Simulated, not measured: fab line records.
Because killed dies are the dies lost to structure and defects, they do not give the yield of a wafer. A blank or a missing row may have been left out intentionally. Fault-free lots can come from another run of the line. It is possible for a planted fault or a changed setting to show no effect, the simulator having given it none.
fab line records	flow nand-harc
[record] lots = 10	wafers = 30	last-day = 33
route steps=1302 shown P_CONTACT@240 P_M0@264 END@1302
lots that met no fault: from a run of the same line without faults
start-h: start of the lot's first displayed wafer, in hours after the record's first day	wait-h: how many hours have passed since the lot's step before this one	" repeats the value in the row above	L1.1+2: one row covering several wafers at once	- value missing, or start not given	* or withheld: withheld	< > ~ a bound
route shown NAME@n: NAME is a module with steps in the file, n the number in the route of the first one	usual: mean/standard deviation of fault-free wafers	same: alike in all rows	chamber/n: place in a boat	sites: readings site by site	_std_site: their standard deviation	_edge_site: inner sites' mean taken away from outer sites' mean	radius-mm: how far each site lies from the wafer's centre	mask NAME#n: copy n	behind: tool/chamber where the wafer was last shaped	hold: cause of the lot's hold/its duration in hours/its outcome	device: the n, p or np transistor that did not switch	end of line: tests run on the same wafers once the route is complete	step lacking rows: just its recipe	killed: dies that structure and defects cost at the first sort, which is not the same as the wafer's yield	map: shows each die of a wafer: x if killed, . if not, _ if none is there
set.NAME: the setting the step ran with; set.NAME@STEP: the setting that earlier step ran with	model.NAME: the simulator's own value behind a step, which no gauge read
the route's steps for a sample of lots (tables are steps, rows are wafers)
services: a tool's chamber out of use, with start hour (start-h, from the record's first day; less than 0 if before it), hours out, and reason
[[steps]]
[step NHARC_P_CONTACT_ETCH_31]
[recipe] target-depth-a = 300	time-s = 85.7	ion-energy-ev = 120	over-etch-frac = 1	ch3f-flow-sccm = 50	o2-flow-sccm = 30	ar-flow-sccm = 200	rf-w = 500	bias-w = 100	chemistry = CH3F/O2
[usual] drypump-motor-current-A = 5.4/0.4	mfc-ar-sccm = 200.0/0.57	oes-product-au = 0.981/0.013	rf-vpp-V = 244.3/1.7	showerhead-plenum-p-Torr = 2.45/0.12	throttle-valve-pct = 20.662/0.0093
lot.wafer	tool	chamber	start-h	wait-h	drypump-motor-current-A	mfc-ar-sccm	oes-product-au	rf-hours-counter-h	rf-vpp-V	showerhead-plenum-p-Torr	throttle-valve-pct
L186.2	rie-diel-11	0	-	-	5.1	200.0	0.981	4.0	241.7	2.30	20.656
L186.5	"	0	"	"	5.1	200.1	0.967	-	241.9	2.30	20.666
L186.6	"	1	"	"	5.1	199.9	0.999	-	243.5	2.42	20.657
L191.3	rie-diel-11	3	-	-	5.9	200.0	0.990	6.3	245.4	2.52	20.657
L191.1	"	0	"	"	5.1	200.0	0.978	6.8	243.6	2.30	20.668
L191.6	"	3	"	"	5.9	199.9	1.001	-	244.4	2.52	20.653
L197.3	rie-diel-10	1	-	-	5.7	199.7	1.000	0.6	243.4	2.31	20.665
L197.4	"	2	"	"	5.9	200.1	0.985	-	242.6	2.40	20.664
L197.6	"	3	"	"	5.0	199.6	0.986	-	246.4	2.61	20.667
L198.2	rie-diel-10	3	-	-	5.0	199.2	0.989	1.2	244.9	2.61	20.659
L198.3	"	1	"	"	5.7	199.5	0.997	1.1	242.9	2.31	20.654
L198.1	"	2	"	"	5.9	200.4	0.994	1.1	242.9	2.40	20.650
L199.1	rie-diel-11	1	-	-	5.1	199.9	0.997	0.4	244.9	2.42	20.670
L199.5	"	0	"	"	5.1	199.2	0.986	-	241.9	2.29	20.672
L199.6	"	1	"	"	5.1	199.1	1.001	-	243.0	2.42	20.673
L201.3	rie-diel-06	1	-	-	5.3	199.5	0.950	4.2	245.3	2.56	20.643
L201.2	"	2	"	"	5.8	200.1	0.967	4.8	247.4	2.65	20.660
L201.4	"	0	"	"	5.8	200.0	0.963	3.9	242.8	2.38	20.671
L203.3	rie-diel-10	0	-	-	5.6	200.0	0.971	1.2	245.5	2.49	20.663
L203.2	"	2	"	"	5.9	199.7	0.964	2.4	244.2	2.40	20.646
L203.5	"	0	"	"	5.6	200.3	0.969	-	244.5	2.49	20.659
L204.2	rie-diel-10	0	-	-	5.6	200.7	0.961	1.9	245.2	2.49	20.644
L204.1	"	1	"	"	5.7	199.2	0.992	2.9	243.5	2.31	20.678
L204.3	"	3	"	"	5.0	200.2	0.981	2.9	247.4	2.61	20.653
L205.1	rie-diel-06	2	-	-	5.8	200.3	0.975	0.7	246.4	2.65	20.648
L205.4	"	0	"	"	5.8	200.5	0.953	0.8	241.5	2.38	20.676
L205.2	"	1	"	"	5.3	200.4	0.950	0.7	246.8	2.56	20.657
L206.2	rie-diel-06	0	-	-	5.8	199.9	0.979	1.1	244.4	2.38	20.666
L206.4	"	3	"	"	4.7	200.5	0.992	1.0	242.2	2.38	20.669
L206.6	"	0	"	"	5.8	199.9	0.983	-	242.8	2.38	20.657
[step NHARC_P_M0_OVL_MEAS_10]
[recipe] pitch-nm = 180
[usual] overlay-x-nm = 0.2/0.84	overlay-y-nm = 0.1/0.75
lot.wafer	tool	chamber	start-h	wait-h	overlay-x-nm	overlay-y-nm
L186.2	overlay-02	-	153.88	-	0.1	0.3
L186.5	"	-	"	"	0.3	0.2
L186.6	"	-	"	"	0.1	0.1
L191.1	overlay-01	-	207.71	-	1.6	0.3
L191.3	"	-	"	"	1.2	0.8
L191.6	"	-	"	"	1.6	0.6
L197.3	overlay-02	-	263.98	-	-0.4	-0.5
L197.4	"	-	"	"	-0.1	-0.8
L197.6	"	-	"	"	-1.0	-0.9
L198.1	overlay-02	-	269.78	-	-0.2	1.4
L198.2	"	-	"	"	0.3	0.5
L198.3	"	-	"	"	0.2	0.0
L199.1	overlay-01	-	275.64	-	-1.4	0.5
L199.5	"	-	"	"	-1.3	0.2
L199.6	"	-	"	"	-1.2	-0.2
L201.2	overlay-01	-	304.46	-	0.1	0.1
L201.3	"	-	"	"	0.1	-0.3
L201.4	"	-	"	"	-0.5	0.3
L203.2	overlay-02	-	318.13	-	0.5	0.9
L203.3	"	-	"	"	0.0	0.5
L203.5	"	-	"	"	-0.7	0.6
L204.1	overlay-02	-	342.06	-	0.0	0.3
L204.2	"	-	"	"	-0.3	-0.2
L204.3	"	-	"	"	0.4	-0.2
L205.1	overlay-02	-	347.09	-	0.2	0.3
L205.2	"	-	"	"	-0.5	0.2
L205.4	"	-	"	"	0.0	0.2
L206.2	overlay-01	-	353.63	-	-0.3	-0.7
L206.4	"	-	"	"	-0.7	-0.3
L206.6	"	-	"	"	-0.2	-0.3
[step NHARC_P_M0_DESCUM_14]
[recipe] time-s = 3	o2-flow-sccm = 200	ar-flow-sccm = 0	bias-power-w = 0	chemistry = O2
[usual] drypump-motor-current-A = 5.7/0.36	mfc-ar-sccm = 0.010/0.013	oes-product-au = 1.000/0.0091	rf-vpp-V = 57.6/0.82	showerhead-plenum-p-Torr = 1.88/0.075	throttle-valve-pct = 11.310/0.0091
[same] bias-power-w = 0
lot.wafer	tool	chamber	start-h	wait-h	drypump-motor-current-A	mfc-ar-sccm	oes-product-au	rf-hours-counter-h	rf-vpp-V	showerhead-plenum-p-Torr	throttle-valve-pct
L186.2	rie-diel-13	3	153.99	0.1	5.8	0	1.010	29	57.5	1.91	11.308
L186.6	"	2	"	"	6.3	0.006	1.005	-	57.7	1.82	11.286
L186.5	"	3	"	"	5.8	0	1.007	-	57.8	1.91	11.325
L191.1	rie-diel-13	2	207.81	0.1	6.3	0.006	0.991	6	54.9	1.82	11.306
L191.3	"	3	"	"	5.7	0	1.016	5	57.1	1.91	11.307
L191.6	"	2	"	"	6.3	0.006	0.995	-	57.3	1.82	11.307
L197.4	rie-diel-13	1	264.08	0.1	6.2	0.006	0.994	12	56.8	1.83	11.301
L197.3	"	2	"	"	6.3	0.006	0.985	12	55.8	1.82	11.308
L197.6	"	1	"	"	6.2	0.006	0.991	-	57.4	1.83	11.303
L198.2	rie-diel-13	2	269.88	0.1	6.3	0.006	0.990	13	56.6	1.82	11.308
L198.3	"	3	"	"	5.8	0	1.001	12	58.1	1.91	11.312
L198.1	"	0	"	"	5.4	0	1.003	13	57.7	1.77	11.312
L199.1	rie-diel-04	0	275.75	0.1	5.2	0	0.991	27	59.4	2.05	11.306
L199.5	"	3	"	"	5.4	0	1.005	-	58.1	1.97	11.307
L199.6	"	0	"	"	5.1	0	0.984	-	57.7	2.05	11.316
L201.2	rie-diel-13	3	304.55	0.1	5.8	0	1.002	21	58.4	1.91	11.316
L201.4	"	1	"	"	6.2	0.006	0.990	22	57.9	1.82	11.326
L201.3	"	2	"	"	6.3	0.006	0.993	24	57.4	1.82	11.307
L203.2	rie-diel-08	0	318.25	0.1	5.3	0.021	1.008	34	57.6	1.80	11.293
L203.3	"	1	"	"	5.8	0.006	0.981	37	58.9	1.93	11.331
L203.5	"	3	"	"	5.9	0	1.004	-	58.1	1.88	11.311
L204.1	rie-diel-04	2	342.16	0.1	6.1	0.043	0.995	48	56.5	1.85	11.308
L204.3	"	3	"	"	5.4	0	0.985	47	58.2	1.96	11.309
L204.2	"	1	"	"	5.5	0.025	1.011	52	59.5	1.88	11.322
L205.1	rie-diel-08	1	347.20	0.1	5.8	0.006	0.984	43	57.6	1.93	11.308
L205.4	"	2	"	"	5.9	0.016	1.004	43	57.7	1.88	11.299
L205.2	"	3	"	"	5.8	0	1.000	38	58.6	1.88	11.297
L206.4	rie-diel-08	2	353.73	0.1	5.9	0.016	0.992	44	58.6	1.88	11.319
L206.2	"	0	"	"	5.2	0.021	1.011	39	56.9	1.80	11.315
L206.6	"	3	"	"	5.8	0	1.002	-	58.1	1.88	11.303
[step NHARC_P_M0_ETCH_34]
[recipe] target-depth-a = 400	overetch-a = 120	time-s = 43.94	ion-energy-ev = 200	n2-flow-sccm = 150	h2-flow-sccm = 150	ar-flow-sccm = 0	rf-w = 400	bias-w = 150	chemistry = N2/H2
[usual] drypump-motor-current-A = 5.8/0.37	mfc-ar-sccm = 0.009/0.013	n2-flow-sccm = 150.0/0.42	oes-product-au = 0.999/0.0086	rf-vpp-V = 429.7/2.5	showerhead-plenum-p-Torr = 2.01/0.084	throttle-valve-pct = 14.172/0.0084
lot.wafer	tool	chamber	start-h	wait-h	drypump-motor-current-A	mfc-ar-sccm	n2-flow-sccm	oes-product-au	rf-hours-counter-h	rf-vpp-V	showerhead-plenum-p-Torr	throttle-valve-pct
L186.2	rie-diel-13	0	154.07	0.1	5.4	0	149.2	1.003	29	424.9	1.88	14.154
L186.5	"	3	"	"	5.8	0	150.2	1.004	-	431.3	2.04	14.167
L186.6	"	0	"	"	5.4	0	149.4	1.010	-	426.0	1.88	14.173
L191.3	rie-diel-13	3	207.90	0.1	5.8	0	150.7	1.008	5	431.0	2.04	14.175
L191.1	"	0	"	"	5.4	0	149.6	0.864	4	427.3	1.88	14.156
L191.6	"	2	"	"	6.3	0.006	150.4	0.993	-	428.7	1.94	14.168
L197.4	rie-diel-13	0	264.16	0.1	5.4	0	150.2	0.995	12	426.8	1.88	14.182
L197.3	"	1	"	"	6.2	0.006	150.5	0.991	12	428.6	1.95	14.172
L197.6	"	1	"	"	6.2	0.006	149.6	0.995	-	427.2	1.95	14.164
L198.3	rie-diel-13	2	269.96	0.1	6.3	0.006	150.3	1.000	13	426.1	1.94	14.182
L198.1	"	3	"	"	5.8	0	150.0	1.006	12	429.7	2.03	14.163
L198.2	"	1	"	"	6.2	0.006	149.9	0.997	13	428.2	1.95	14.169
L199.1	rie-diel-04	2	275.84	0.1	6.1	0.043	150.1	1.011	24	427.5	1.98	14.166
L199.5	"	3	"	"	5.5	0	149.6	1.002	-	431.2	2.10	14.173
L199.6	"	0	"	"	5.1	0	149.6	0.982	-	434.1	2.19	14.187
L201.2	rie-diel-13	2	304.64	0.1	6.3	0.006	149.4	1.002	24	426.7	1.93	14.181
L201.3	"	3	"	"	5.8	0	149.8	1.002	21	429.2	2.03	14.171
L201.4	"	0	"	"	5.4	0	149.5	1.001	21	426.1	1.88	14.167
L203.2	rie-diel-08	3	318.32	0.1	5.9	0	148.7	0.994	34	430.3	2.01	14.175
L203.3	"	0	"	"	5.3	0.021	150.0	1.011	34	427.4	1.92	14.155
L203.5	"	3	"	"	5.9	0	149.5	1.009	-	429.2	2.01	14.166
L204.2	rie-diel-04	3	342.24	0.1	5.4	0	150.2	0.992	47	431.5	2.09	14.177
L204.1	"	0	"	"	5.2	0	150.4	0.996	46	433.8	2.18	14.157
L204.3	"	1	"	"	5.5	0.025	149.9	1.005	52	430.4	2.00	14.169
L205.4	rie-diel-08	2	347.27	0.1	5.9	0.016	150.4	1.008	43	428.2	2.00	14.181
L205.1	"	3	"	"	5.8	0	150.2	0.989	38	431.8	2.00	14.171
L205.2	"	0	"	"	5.3	0.021	149.7	1.011	38	428.1	1.92	14.160
L206.4	rie-diel-08	2	353.82	0.1	5.9	0.016	150.0	0.998	44	428.9	2.00	14.171
L206.2	"	3	"	"	5.9	0	150.0	0.992	38	430.2	2.00	14.164
L206.6	"	1	"	"	5.8	0.006	149.4	0.991	-	431.9	2.06	14.162
[step NHARC_END_SORT_01]
[recipe] temp-c = 25
[usual] defect-limited-yield = 92.0/2.6	killed-at-array = 49/18	killed-at-other = 0.8/1	killed-at-periphery = 4.2/2.8	killed-dies = 54/18	killed-open = 3.0/1.7	killed-short = 2.5/1.6	sort_bin_2_pct = 2.8/1.2	sort_bin_3_pct = 0.6/0.37	sort_bin_4_pct = 4.6/1.5	sort-n-pass = 623/18	sort-rim-yield-pct = 92/4.2	sort-yield-pct = 92.0/2.6
[same] gross-dies = 677	sort_bin_5_pct[%] = 0	sort_bin_6_pct[%] = 0	sort_bin_7_pct[%] = 0	sort_bin_8_pct[%] = 0	sort-rim-n-gross = 106.00
lot.wafer	tool	chamber	start-h	wait-h	defect-limited-yield[%]	killed-at-array	killed-at-other	killed-at-periphery	killed-dies	killed-open	killed-short	sort_bin_2_pct[%]	sort_bin_3_pct[%]	sort_bin_4_pct[%]	sort-n-pass	sort-rim-yield-pct[%]	sort-yield-pct[%]
L186.2	prober-02	0	605.22	2.8	93.1	42	0	5	47	2	6	2.2	0.3	4.4	630	97	93.1
L186.5	prober-02	0	607.63	3.7	94.4	34	0	4	38	5	3	1.0	0.3	4.3	639	97	94.4
L186.6	prober-02	0	608.44	4.0	95.3	27	0	5	32	3	1	1.2	0.4	3.1	645	93	95.3
L191.1	prober-02	0	647.58	2.5	86.6	84	1	6	91	5	2	4.4	0.7	8.3	586	95	86.6
L191.3	prober-02	0	649.16	3.1	88.2	73	1	6	80	3	4	4.6	1.2	6.1	597	92	88.2
L191.6	prober-02	0	651.55	4.0	84.6	99	0	5	104	5	2	6.4	0.9	8.1	573	89	84.6
L198.1	prober-02	0	711.62	2.5	94.4	34	0	4	38	5	3	1.9	0.1	3.5	639	90	94.4
L198.2	prober-02	0	712.42	2.8	94.5	34	0	3	37	4	4	1.0	0	4.4	640	97	94.5
L198.3	prober-02	0	713.21	3.1	94.8	28	0	7	35	6	0	1.3	0.1	3.7	642	92	94.8
L197.3	prober-01	0	713.23	3.1	88.5	74	0	4	78	3	2	3.0	1.8	6.8	599	85	88.5
L197.4	prober-01	0	714.04	3.4	88.3	76	1	2	79	2	4	4.0	1.6	6.1	598	90	88.3
L197.6	prober-01	0	715.65	4.0	88.0	75	2	4	81	8	1	4.6	0.6	6.8	596	81	88.0
L199.1	prober-01	0	739.86	2.5	86.9	85	0	4	89	3	3	4.1	0.9	8.1	588	92	86.9
L199.5	prober-01	0	743.06	3.7	90.5	60	0	4	64	3	0	3.7	0.6	5.2	613	85	90.5
L199.6	prober-01	0	743.86	4.0	86.9	80	0	9	89	4	2	5.0	0.7	7.4	588	94	86.9
L201.2	prober-01	0	762.58	2.8	92.8	40	0	9	49	5	2	2.4	0.3	4.6	628	85	92.8
L201.3	prober-01	0	763.38	3.1	91.7	51	1	4	56	5	1	3.8	0.9	3.5	621	92	91.7
L201.4	prober-01	0	764.18	3.4	92.2	45	0	8	53	4	3	2.1	0.6	5.2	624	86	92.2
L203.2	prober-01	0	770.38	2.8	89.5	66	0	5	71	5	4	2.7	0.4	7.4	606	91	89.5
L203.3	prober-01	0	771.18	3.1	89.4	65	0	7	72	1	4	3.4	1.3	5.9	605	93	89.4
L203.5	prober-01	0	772.78	3.7	91.1	54	0	6	60	4	4	3.8	0.7	4.3	617	88	91.1
L204.1	prober-02	0	775.49	2.5	89.7	67	0	3	70	4	3	3.7	1.0	5.6	607	88	89.7
L204.2	prober-02	0	776.29	2.8	89.8	66	0	3	69	3	4	2.2	0.7	7.2	608	89	89.8
L204.3	prober-02	0	777.09	3.1	94.4	33	0	5	38	4	2	2.5	0.1	3.0	639	88	94.4
L205.1	prober-02	0	798.20	2.5	94.2	36	0	3	39	2	2	2.1	0.6	3.1	638	91	94.2
L205.2	prober-02	0	799.00	2.8	90.3	62	3	1	66	1	2	4.3	0.9	4.6	611	98	90.3
L205.4	prober-02	0	800.59	3.4	92.3	50	1	1	52	2	3	2.2	0.7	4.7	625	91	92.3
L206.2	prober-01	0	799.01	2.8	90.4	61	2	2	65	2	3	3.7	0.3	5.6	612	91	90.4
L206.4	prober-01	0	800.59	3.4	91.1	55	3	2	60	1	1	3.5	0.7	4.6	617	90	91.1
L206.6	prober-01	0	802.18	4.0	91.7	53	1	2	56	3	4	3.1	0.9	4.3	621	92	91.7
// killed by level:class
L186.2 A_SLIT:chamber-film-flake=14 A_CHANNEL_HOLE_D2:chamber-film-flake=12 A_CONTACT:chamber-film-flake=7 A_DECK1_JOINT:geometric-particle:short=2 A_CHANNEL_FILL_D2:geometric-particle:short=2 P_GATE:chamber-film-flake=2 P_M1:chamber-film-flake=2 P_M0:geometric-particle:open=1
L186.5 A_SLIT:chamber-film-flake=12 A_CONTACT:chamber-film-flake=7 A_CHANNEL_HOLE_D2:chamber-film-flake=6 A_CHANNEL_FILL_D1:geometric-particle:open=2 A_WL_FILL:chamber-film-flake=2 P_M0:geometric-particle:open=1 P_M1:geometric-particle:open=1 A_CHANNEL_FILL_D1:geometric-particle:short=1
L186.6 A_SLIT:chamber-film-flake=10 A_CONTACT:chamber-film-flake=7 A_CHANNEL_HOLE_D2:chamber-film-flake=4 P_GATE:chamber-film-flake=2 P_M1:chamber-film-flake=2 A_CHANNEL_HOLE_D1:chamber-film-flake=2 P_STI:geometric-particle:open=1 A_DECK1_JOINT:geometric-particle:open=1
L191.1 A_SLIT:chamber-film-flake=29 A_CHANNEL_HOLE_D2:chamber-film-flake=24 A_CHANNEL_HOLE_D1:chamber-film-flake=20 P_STI:chamber-film-flake=4 A_CONTACT:chamber-film-flake=3 P_CONTACT:geometric-particle:open=2 A_WL_FILL:geometric-particle:short=2 A_ONON_D2:geometric-particle:open=1
L191.3 A_CHANNEL_HOLE_D2:chamber-film-flake=31 A_CHANNEL_HOLE_D1:chamber-film-flake=17 A_SLIT:chamber-film-flake=14 P_STI:chamber-film-flake=3 A_CONTACT:chamber-film-flake=3 P_M1:geometric-particle:short=1 A_ONON_D1:geometric-particle:open=1 A_ONON_D1:geometric-particle:short=1
L191.6 A_CHANNEL_HOLE_D2:chamber-film-flake=38 A_SLIT:chamber-film-flake=28 A_CHANNEL_HOLE_D1:chamber-film-flake=22 A_CHANNEL_FILL_D1:chamber-film-flake=4 P_STI:chamber-film-flake=3 A_WL_FILL:geometric-particle:short=2 P_M0:geometric-particle:open=1 A_CHANNEL_FILL_D2:geometric-particle:open=1
L198.1 A_STAIRCASE:chamber-film-flake=7 A_CHANNEL_HOLE_D1:chamber-film-flake=5 A_CONTACT:chamber-film-flake=4 A_CHANNEL_HOLE_D2:chamber-film-flake=4 A_WL_FILL:geometric-particle:open=2 P_CONTACT:chamber-film-flake=2 A_CHANNEL_FILL_D2:chamber-film-flake=2 A_SLIT:chamber-film-flake=2
L198.2 A_CHANNEL_HOLE_D1:chamber-film-flake=8 A_CONTACT:chamber-film-flake=5 A_CHANNEL_HOLE_D2:chamber-film-flake=4 A_SLIT:chamber-film-flake=4 A_STAIRCASE:chamber-film-flake=2 P_CONTACT:geometric-particle:short=1 A_ONON_D1:geometric-particle:open=1 A_DECK1_JOINT:geometric-particle:short=1
L198.3 A_CHANNEL_HOLE_D1:chamber-film-flake=7 A_CONTACT:chamber-film-flake=6 A_CHANNEL_HOLE_D2:chamber-film-flake=5 A_CHANNEL_FILL_D1:geometric-particle:open=3 P_STI:chamber-film-flake=3 A_SLIT:chamber-film-flake=3 P_M0:geometric-particle:open=1 A_SOURCE_PLATE:geometric-particle:open=1
L197.3 A_CHANNEL_HOLE_D1:chamber-film-flake=31 A_SLIT:chamber-film-flake=17 A_STAIRCASE:chamber-film-flake=10 A_CHANNEL_HOLE_D2:chamber-film-flake=9 A_CONTACT:chamber-film-flake=3 P_GATE:geometric-particle:open=1 A_CHANNEL_HOLE_D1:geometric-particle:short=1 A_WL_FILL:geometric-particle:short=1
L197.4 A_SLIT:chamber-film-flake=35 A_CHANNEL_HOLE_D1:chamber-film-flake=19 A_CHANNEL_HOLE_D2:chamber-film-flake=9 A_CHANNEL_FILL_D2:chamber-film-flake=3 A_STAIRCASE:chamber-film-flake=2 P_M0:geometric-particle:short=1 A_CHANNEL_HOLE_D1:geometric-particle:open=1 A_ONON_D2:geometric-particle:short=1
L197.6 A_SLIT:chamber-film-flake=32 A_CHANNEL_HOLE_D1:chamber-film-flake=15 A_CHANNEL_HOLE_D2:chamber-film-flake=11 A_CONTACT:chamber-film-flake=4 A_STAIRCASE:chamber-film-flake=4 A_M0:geometric-particle:open=2 THIN_TSV:chamber-film-flake=2 P_M0:geometric-particle:open=1
L199.1 A_CHANNEL_HOLE_D1:chamber-film-flake=37 A_CHANNEL_HOLE_D2:chamber-film-flake=28 A_CONTACT:chamber-film-flake=7 A_SLIT:chamber-film-flake=6 P_M0:geometric-particle:open=2 A_WL_FILL:geometric-particle:short=2 A_DECK1_JOINT:chamber-film-flake=2 A_CHANNEL_HOLE_D1:geometric-particle:short=1
L199.5 A_CHANNEL_HOLE_D1:chamber-film-flake=19 A_CHANNEL_HOLE_D2:chamber-film-flake=15 A_SLIT:chamber-film-flake=7 A_CONTACT:chamber-film-flake=7 A_STAIRCASE:chamber-film-flake=6 P_CONTACT:chamber-film-flake=2 A_BLC:chamber-film-flake=2 A_BONDPAD:chamber-film-flake=2
L199.6 A_CHANNEL_HOLE_D1:chamber-film-flake=40 A_CHANNEL_HOLE_D2:chamber-film-flake=23 A_STAIRCASE:chamber-film-flake=5 P_M1:chamber-film-flake=4 A_CONTACT:chamber-film-flake=4 A_SLIT:chamber-film-flake=2 P_CONTACT:chamber-film-flake=2 P_CONTACT:geometric-particle:open=1
L201.2 A_CHANNEL_HOLE_D1:chamber-film-flake=19 A_SLIT:chamber-film-flake=9 P_BONDPAD:chamber-film-flake=5 A_STAIRCASE:chamber-film-flake=4 A_CONTACT:chamber-film-flake=3 P_GATE:chamber-film-flake=2 P_GATE:geometric-particle:open=1 P_M0:geometric-particle:open=1
L201.3 A_CHANNEL_HOLE_D1:chamber-film-flake=32 A_SLIT:chamber-film-flake=8 A_CONTACT:chamber-film-flake=3 A_STAIRCASE:chamber-film-flake=2 P_CONTACT:geometric-particle:open=1 P_M0:geometric-particle:open=1 A_CHANNEL_FILL_D1:geometric-particle:open=1 A_CHANNEL_FILL_D1:geometric-particle:short=1
L201.4 A_CHANNEL_HOLE_D1:chamber-film-flake=19 A_SLIT:chamber-film-flake=10 A_STAIRCASE:chamber-film-flake=7 P_BONDPAD:chamber-film-flake=4 A_CONTACT:chamber-film-flake=3 P_CONTACT:geometric-particle:short=1 P_CONTACT:geometric-particle:open=1 A_ONON_D2:geometric-particle:open=1
L203.2 A_CHANNEL_HOLE_D2:chamber-film-flake=28 A_SLIT:chamber-film-flake=9 A_STAIRCASE:chamber-film-flake=7 A_CONTACT:chamber-film-flake=6 A_CHANNEL_HOLE_D1:chamber-film-flake=5 A_SGD_CUT:chamber-film-flake=4 P_GATE:chamber-film-flake=2 P_M0:geometric-particle:open=1
L203.3 A_CHANNEL_HOLE_D2:chamber-film-flake=22 A_SLIT:chamber-film-flake=11 A_STAIRCASE:chamber-film-flake=10 A_CHANNEL_HOLE_D1:chamber-film-flake=8 A_CONTACT:chamber-film-flake=7 P_GATE:chamber-film-flake=5 A_SGD_CUT:chamber-film-flake=3 P_M0:geometric-particle:short=1
L203.5 A_CHANNEL_HOLE_D2:chamber-film-flake=16 A_CONTACT:chamber-film-flake=11 A_STAIRCASE:chamber-film-flake=7 A_SLIT:chamber-film-flake=6 A_CHANNEL_HOLE_D1:chamber-film-flake=5 P_GATE:chamber-film-flake=4 A_SGD_CUT:geometric-particle:short=2 A_SGD_CUT:chamber-film-flake=2
L204.1 A_SLIT:chamber-film-flake=39 A_CHANNEL_HOLE_D2:chamber-film-flake=17 A_CONTACT:chamber-film-flake=2 P_M0:geometric-particle:open=1 A_SOURCE_PLATE:geometric-particle:open=1 A_SOURCE_PLATE:geometric-particle:short=1 A_ONON_D2:geometric-particle:open=1 A_SGD_CUT:geometric-particle:short=1
L204.2 A_CHANNEL_HOLE_D2:chamber-film-flake=33 A_SLIT:chamber-film-flake=20 A_CONTACT:chamber-film-flake=6 P_M0:geometric-particle:short=2 A_CHANNEL_HOLE_D1:geometric-particle:open=1 A_ONON_D2:geometric-particle:short=1 A_ONON_D2:geometric-particle:open=1 A_CHANNEL_HOLE_D2:geometric-particle:short=1
L204.3 A_SLIT:chamber-film-flake=12 A_CHANNEL_HOLE_D2:chamber-film-flake=11 P_ZERO_WELL:chamber-film-flake=3 A_CONTACT:chamber-film-flake=3 P_GATE:geometric-particle:open=1 P_M0:geometric-particle:short=1 A_SOURCE_PLATE:geometric-particle:short=1 A_ONON_D2:geometric-particle:open=1
L205.1 A_SLIT:chamber-film-flake=15 A_CHANNEL_HOLE_D1:chamber-film-flake=7 A_CONTACT:chamber-film-flake=5 A_SGD_CUT:chamber-film-flake=3 P_CONTACT:geometric-particle:short=1 P_M0:geometric-particle:open=1 A_CHANNEL_FILL_D1:geometric-particle:short=1 A_M1:geometric-particle:open=1
L205.2 A_SLIT:chamber-film-flake=36 A_CHANNEL_HOLE_D1:chamber-film-flake=10 A_CONTACT:chamber-film-flake=6 A_CHANNEL_HOLE_D2:chamber-film-flake=4 THIN_TSV:chamber-film-flake=3 A_WL_FILL:geometric-particle:short=1 A_BLC:geometric-particle:short=1 A_M0:geometric-particle:open=1
L206.2 A_CHANNEL_HOLE_D2:chamber-film-flake=20 A_CHANNEL_HOLE_D1:chamber-film-flake=19 A_CONTACT:chamber-film-flake=9 A_SLIT:chamber-film-flake=8 A_ZERO_WELL:chamber-film-flake=3 P_CONTACT:geometric-particle:open=1 P_M0:geometric-particle:open=1 A_ONON_D2:geometric-particle:short=1
L206.4 A_CHANNEL_HOLE_D2:chamber-film-flake=29 A_CHANNEL_HOLE_D1:chamber-film-flake=10 A_SLIT:chamber-film-flake=8 A_CONTACT:chamber-film-flake=5 THIN_TSV:chamber-film-flake=3 A_WL_FILL:chamber-film-flake=2 P_GATE:geometric-particle:open=1 A_ONON_D2:geometric-particle:short=1
L205.4 A_CHANNEL_HOLE_D1:chamber-film-flake=19 A_SLIT:chamber-film-flake=16 A_CONTACT:chamber-film-flake=6 A_SGD_CUT:chamber-film-flake=2 P_M1:geometric-particle:open=1 A_DECK1_JOINT:geometric-particle:short=1 A_CHANNEL_FILL_D2:geometric-particle:short=1 A_SGD_CUT:geometric-particle:open=1
L206.6 A_CHANNEL_HOLE_D2:chamber-film-flake=16 A_CHANNEL_HOLE_D1:chamber-film-flake=13 A_SLIT:chamber-film-flake=11 A_CONTACT:chamber-film-flake=5 A_DECK1_JOINT:geometric-particle:short=2 A_CHANNEL_FILL_D2:geometric-particle:short=2 A_ONON_D1:geometric-particle:open=1 A_CHANNEL_FILL_D1:geometric-particle:open=1
[[services]]
tool	chamber	start-h	hours	kind
rie-diel-06	-	130.20	9.0	pm
rie-diel-10	1	133.09	1.2	repair
rie-diel-06	1	142.34	6.4	repair
rie-diel-13	1	155.61	11.6	repair
rie-diel-10	3	163.65	12.1	repair
rie-diel-10	2	163.67	4.6	repair
rie-diel-13	-	165.11	9.0	pm
rie-diel-04	1	169.83	4.1	repair
rie-diel-10	2	174.94	11.6	repair
rie-diel-04	-	177.92	9.0	pm
rie-diel-08	-	190.85	9.0	pm
rie-diel-13	3	212.55	5.3	repair
rie-diel-06	0	216.88	1.4	repair
rie-diel-08	-	226.94	1.6	repair
rie-diel-10	3	240.29	5.1	repair
rie-diel-10	-	242.62	9.0	pm
rie-diel-06	0	243.91	8.6	repair
rie-diel-10	0	255.63	13.8	repair
rie-diel-08	3	258.95	2.8	repair
rie-diel-04	2	263.66	9.2	repair
rie-diel-10	2	316.48	16.1	repair
rie-diel-10	1	317.88	5.4	repair
rie-diel-13	-	342.28	9.0	pm
rie-diel-04	-	343.48	0.7	repair
[[key]]
[first-sign] step = NHARC_P_M0_ETCH_34	reading = oes-product-au	direction = down	sigmas = 16	usual = 0.999	struck = 0.864
effect none on later readings
met-at NHARC_P_M0_ETCH_34
struck-lots L191
struck-wafers L191.1
not-acting-at NHARC_P_CONTACT_ETCH_31,NHARC_P_M0_OVL_MEAS_10,NHARC_P_M0_DESCUM_14
onset-between 154.07 207.90
[fault] kind = process-parameter-drift	tool = rie-diel-13	chamber = 0	onset-h = 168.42	steps = NHARC_P_M0_ETCH_34	channel = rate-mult	offset = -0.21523	shape = step	end-h = 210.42
